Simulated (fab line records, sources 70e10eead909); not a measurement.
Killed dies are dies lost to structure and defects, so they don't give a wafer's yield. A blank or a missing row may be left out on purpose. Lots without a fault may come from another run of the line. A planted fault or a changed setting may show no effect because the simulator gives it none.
Which tool did it? | flow nand_harc | 14 lots, 42 wafers sampled, at 4 steps of a route of 1302

WHAT THE GAUGES READ, wafer by wafer
The record holds no reading of a measuring or inspecting step that can be judged against a usual standard deviation.

WHICH TOOL RAN EACH LOT (tool, then ch and the chambers of the sampled wafers, then the start)
lot  | NHARC_A_M1_ETCH_15                            | NHARC_A_BONDPAD_EXPOSE_06         | NHARC_A_BONDPAD_ETCH_34            | NHARC_A_BONDPAD_PVD_17
L425 | rie_diel-10 ch 0,2,3, day 24 01:02 or earlier | krf_scanner-03 ch 0, day 24 01:02 | rie_diel-04 ch 1,3, day 24 01:29   | pvd_sputter-02, no start
L428 | rie_diel-12 ch 0,1, day 24 06:11 or earlier   | krf_scanner-04 ch 0, day 24 06:11 | rie_diel-08 ch 0,3, day 24 06:38   | pvd_sputter-01, no start
L427 | rie_diel-10 ch 0,1,3, day 24 08:10 or earlier | krf_scanner-03 ch 0, day 24 08:10 | rie_diel-08 ch 0,1,2, day 24 08:37 | pvd_sputter-01, no start
L429 | rie_diel-05 ch 0,1,2, day 25 09:11 or earlier | krf_scanner-03 ch 0, day 25 09:11 | rie_diel-13 ch 1,2,3, day 25 09:39 | pvd_sputter-02, no start
L434 | rie_diel-10 ch 0,2, day 26 17:01 or earlier   | krf_scanner-02, day 26 17:01      | rie_diel-08 ch 1,3, day 26 17:27   | pvd_sputter-02, no start
L433 | rie_diel-05 ch 0,1,2, day 26 22:28 or earlier | krf_scanner-02, day 26 22:28      | rie_diel-08 ch 1,3, day 26 22:56   | pvd_sputter-03, no start
L440 | rie_diel-10 ch 0,2, day 29 18:51 or earlier   | krf_scanner-02 ch 0, day 29 18:51 | rie_diel-04 ch 2,3, day 29 19:18   | pvd_sputter-03, no start
L441 | rie_diel-10 ch 1,2,3, day 30 00:35 or earlier | krf_scanner-03 ch 0, day 30 00:35 | rie_diel-08 ch 1,2,3, day 30 01:02 | pvd_sputter-03, no start
L442 | rie_diel-12 ch 0,1, day 30 01:25 or earlier   | krf_scanner-02 ch 0, day 30 01:25 | rie_diel-08 ch 1,2, day 30 01:52   | pvd_sputter-02, no start
L439 | rie_diel-10 ch 1,3, day 30 02:24 or earlier   | krf_scanner-03 ch 0, day 30 02:24 | rie_diel-08 ch 0,1,3, day 30 02:50 | pvd_sputter-03, no start
L444 | rie_diel-12 ch 0,1,3, day 30 23:41 or earlier | krf_scanner-03 ch 0, day 30 23:41 | rie_diel-04 ch 0,1,3, day 31 00:08 | pvd_sputter-02, no start
L443 | rie_diel-10 ch 0,2,3, day 31 10:25 or earlier | krf_scanner-03 ch 0, day 31 10:25 | rie_diel-13 ch 0,2,3, day 31 10:52 | pvd_sputter-02, no start
L445 | rie_diel-12 ch 0,2,3, day 33 02:44 or earlier | krf_scanner-03 ch 0, day 33 02:44 | rie_diel-08 ch 1,2,3, day 33 03:11 | pvd_sputter-01, no start
L447 | rie_diel-10 ch 0,2, day 33 05:51 or earlier   | krf_scanner-03 ch 0, day 33 05:51 | rie_diel-04 ch 1,2,3, day 33 06:20 | pvd_sputter-02, no start
- NHARC_A_M1_ETCH_15: etches the open film in C4F8/Ar, target depth 182.5 nm, time 91.2 s.
- NHARC_A_BONDPAD_EXPOSE_06: exposes mask A BPAD.
- NHARC_A_BONDPAD_ETCH_34: etches the open film in N2/H2, target depth 60 nm, overetch 18 nm, time 65.91 s.
- NHARC_A_BONDPAD_PVD_17: deposits TaN, target thk 5 nm, time 8.06 s.

WHAT THE TOOLS THEMSELVES READ (means of the sampled wafers that have a number; where no wafer has one, the mark that the record gives instead)
NHARC_A_M1_ETCH_15.
lot  | tool        | oes_product_au (a.u.) | rf_vpp_V (V)
L425 | rie_diel-10 | 0.917                 | 440.4
L428 | rie_diel-12 | 0.929                 | 440.2
L427 | rie_diel-10 | 0.950                 | 442.4
L429 | rie_diel-05 | 0.963                 | 441.6
L434 | rie_diel-10 | 0.964                 | 439.4
L433 | rie_diel-05 | 0.924                 | 441.6
L440 | rie_diel-10 | 0.958                 | 439.3
L441 | rie_diel-10 | 0.962                 | 441.4
L442 | rie_diel-12 | 0.968                 | 441.4
L439 | rie_diel-10 | 0.980                 | 443.6
L444 | rie_diel-12 | 0.962                 | 439.0
L443 | rie_diel-10 | 0.931                 | 441.3
L445 | rie_diel-12 | 0.976                 | 438.4
L447 | rie_diel-10 | 0.962                 | 438.9

NHARC_A_BONDPAD_EXPOSE_06.
lot  | tool           | exposure_dose_mJ_cm2 | focus_offset_nm (nm)
L425 | krf_scanner-03 | 36.95                | 0.3
L428 | krf_scanner-04 | 36.96                | -0.6
L427 | krf_scanner-03 | 36.91                | 0.0
L429 | krf_scanner-03 | 36.96                | 0.3
L434 | krf_scanner-02 | -                    | -
L433 | krf_scanner-02 | -                    | -
L440 | krf_scanner-02 | 36.92                | -0.3
L441 | krf_scanner-03 | 36.93                | -0.2
L442 | krf_scanner-02 | 36.96                | 0.4
L439 | krf_scanner-03 | 36.90                | 0.2
L444 | krf_scanner-03 | 36.90                | -0.1
L443 | krf_scanner-03 | 36.93                | 0.6
L445 | krf_scanner-03 | 36.93                | 0.2
L447 | krf_scanner-03 | 36.86                | -0.0

NHARC_A_BONDPAD_ETCH_34.
lot  | tool        | drypump_motor_current_A (A) | oes_product_au (a.u.) | rf_vpp_V (V) | showerhead_plenum_p_Torr (Torr) | throttle_valve_pct (%)
L425 | rie_diel-04 | 5.72                        | 1.000                 | 431.7        | 2.09                            | 14.172
L428 | rie_diel-08 | 5.31                        | 1.001                 | 428.8        | 1.99                            | 14.177
L427 | rie_diel-08 | 5.55                        | 1.004                 | 428.4        | 1.97                            | 14.169
L429 | rie_diel-13 | 6.05                        | 1.003                 | 431.0        | 2.04                            | 14.167
L434 | rie_diel-08 | 5.45                        | 0.992                 | 428.0        | 1.95                            | 14.163
L433 | rie_diel-08 | 5.51                        | 0.999                 | 427.8        | 1.93                            | 14.169
L440 | rie_diel-04 | 6.06                        | 0.995                 | 428.5        | 1.97                            | 14.170
L441 | rie_diel-08 | 5.56                        | 1.005                 | 427.8        | 1.97                            | 14.161
L442 | rie_diel-08 | 5.66                        | 1.003                 | 427.7        | 1.94                            | 14.171
L439 | rie_diel-08 | 5.42                        | 1.000                 | 428.0        | 1.96                            | 14.163
L444 | rie_diel-04 | 5.75                        | 1.007                 | 431.2        | 2.04                            | 14.168
L443 | rie_diel-13 | 5.99                        | 0.999                 | 432.6        | 2.10                            | 14.162
L445 | rie_diel-08 | 5.55                        | 0.995                 | 427.4        | 1.97                            | 14.169
L447 | rie_diel-04 | 5.89                        | 0.998                 | 430.8        | 2.01                            | 14.176

NHARC_A_BONDPAD_PVD_17.
lot  | tool           | throttle_valve_pct (%)
L425 | pvd_sputter-02 | 30.8
L428 | pvd_sputter-01 | 28.9
L427 | pvd_sputter-01 | 29.6
L429 | pvd_sputter-02 | 30.2
L434 | pvd_sputter-02 | 29.7
L433 | pvd_sputter-03 | 30.5
L440 | pvd_sputter-03 | 30.3
L441 | pvd_sputter-03 | 29.5
L442 | pvd_sputter-02 | 30.5
L439 | pvd_sputter-03 | 30.1
L444 | pvd_sputter-02 | 30.0
L443 | pvd_sputter-02 | 30.6
L445 | pvd_sputter-01 | 29.7
L447 | pvd_sputter-02 | 30.3

THE ANSWER, worked out from the rows above alone
Rule: what is usual is taken from the lots themselves. Put in order of their means at a reading, lots are off if they are a third of the lots or fewer, leave a main group of 4 or more, and stand apart from it by a gap of 3 or more times the standard deviation of the main group's means; of several such gaps the widest counts. A main group whose means are all the same, to the digits that the tables above print for the reading, isn't used. A lot without any number at a reading at which 4 lots or more have one is off too. The other lots that the step has rows for count as sound. The gauges are gone through in route order, then the tools' own readings, and for those a lot's mean is taken as printed above. The first step at which some lot is off is used, and at that step the reading that is off furthest; a lot without a number counts as furthest.
Off: L434, L433, at NHARC_A_BONDPAD_EXPOSE_06 (exposure_dose_mJ_cm2). Without a number there: L434, L433. The main group: mean 36.93, standard deviation 0.029.
A tool fits if, at that step or a process step before it, it ran every lot that is off, and no sound lot after the first of them. NHARC_A_M1_ETCH_15 gives no start for some lots, so the hours and the order of its lots are those of NHARC_A_BONDPAD_EXPOSE_06. None of those tried fits.

WHAT THE SIMULATOR HAD PUT IN
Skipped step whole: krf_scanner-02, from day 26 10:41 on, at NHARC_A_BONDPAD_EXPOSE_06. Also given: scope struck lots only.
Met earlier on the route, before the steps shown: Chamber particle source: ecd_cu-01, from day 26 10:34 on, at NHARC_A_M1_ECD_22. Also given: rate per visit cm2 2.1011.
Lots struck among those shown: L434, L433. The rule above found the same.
